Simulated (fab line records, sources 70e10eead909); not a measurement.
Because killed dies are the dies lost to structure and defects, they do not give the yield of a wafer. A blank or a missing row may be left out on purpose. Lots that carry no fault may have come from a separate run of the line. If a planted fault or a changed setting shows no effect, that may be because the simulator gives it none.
Chamber matching	flow nand_harc	rie_diel-11 running NHARC_A_M1_ETCH_35: 4 sister chambers
The step etches the open film in N2/H2, target depth 40 nm, overetch 12 nm, time 43.94 s. 30 wafers are shown with their chamber, then 12 later ones without.

## WAFERS, EACH WITH ITS CHAMBER
wafer	chamber	showerhead_plenum_p_Torr (Torr)	drypump_motor_current_A (A)	rf_vpp_V (V)
L074.1	3	2.05	4.9	429.9
L074.2	2	1.90	5.4	426.9
L074.6	1	1.95	5.3	428.6
L077.1	0	2.08	6.6	431.4
L077.5	0	2.08	6.6	432.3
L077.6	3	2.05	4.9	429.6
L076.2	1	1.95	5.3	429.0
L076.3	0	2.08	6.6	431.4
L076.4	2	1.90	5.5	426.2
L078.4	2	1.90	5.4	428.5
L078.5	3	2.05	4.9	430.2
L078.6	0	2.08	6.5	431.3
L079.2	3	2.05	4.9	430.1
L079.5	0	2.08	6.5	431.7
L079.6	3	2.05	4.8	430.7
L082.1	3	2.05	4.9	429.7
L082.2	2	1.89	5.5	426.4
L082.4	0	2.08	6.5	432.0
L084.2	3	2.05	4.9	431.8
L084.3	0	2.08	6.6	433.3
L084.5	2	1.89	5.5	426.0
L085.2	2	1.89	5.4	427.5
L085.4	1	1.95	5.3	427.6
L085.5	2	1.89	5.4	425.7
L087.4	1	1.95	5.3	427.7
L087.5	2	1.89	5.4	426.5
L087.6	3	2.05	4.9	431.0
L089.3	2	1.89	5.5	425.0
L089.5	2	1.89	5.4	426.5
L089.6	0	2.08	6.6	430.9

SIGNATURES, as means of the wafers listed above
reading	chamber 0	chamber 1	chamber 2	chamber 3	scatter within a chamber
showerhead_plenum_p_Torr	2.0800	1.9500	1.8930	2.0500	0.00284
drypump_motor_current_A	6.562	5.300	5.440	4.888	0.0445
rf_vpp_V	431.788	428.225	426.520	430.375	0.824
Rule: for each reading, subtract the chamber's mean from the wafer's reading, divide by that reading's scatter and square the result; add these up over the readings and take the root, which gives the wafer's distance from the chamber. If the next closest chamber is less than 2 further off than the closest, the wafer can't be placed; otherwise it belongs to the closest. The scatter: the root of (the sum of the squares of (reading less its chamber's mean) over the shown wafers, divided by (wafers less chambers)).

## WAFERS WITH NO CHAMBER GIVEN
wafer	showerhead_plenum_p_Torr (Torr)	drypump_motor_current_A (A)	rf_vpp_V (V)
L091.1	1.95	5.3	428.1
L091.2	2.08	6.6	431.1
L091.5	1.95	5.3	426.7
L090.1	1.89	5.4	426.5
L090.3	2.08	6.5	432.1
L090.5	1.89	5.4	427.8
L095.1	2.08	6.5	431.1
L095.2	1.89	5.5	425.9
L095.5	2.08	6.5	430.9
L093.1	2.05	4.9	430.8
L093.5	2.05	4.9	429.9
L093.6	2.08	6.5	430.6

## CHAMBER TAKEN BY EACH
wafer	from the rows above	in truth
L091.1	1	1
L091.2	0	0
L091.5	1	1
L090.1	2	2
L090.3	0	0
L090.5	2	2
L095.1	0	0
L095.2	2	2
L095.5	0	0
L093.1	3	3
L093.5	3	3
L093.6	0	0
Correct placement for 12 of the 12. Not placeable from these rows: 0. Wrongly placed: 0.
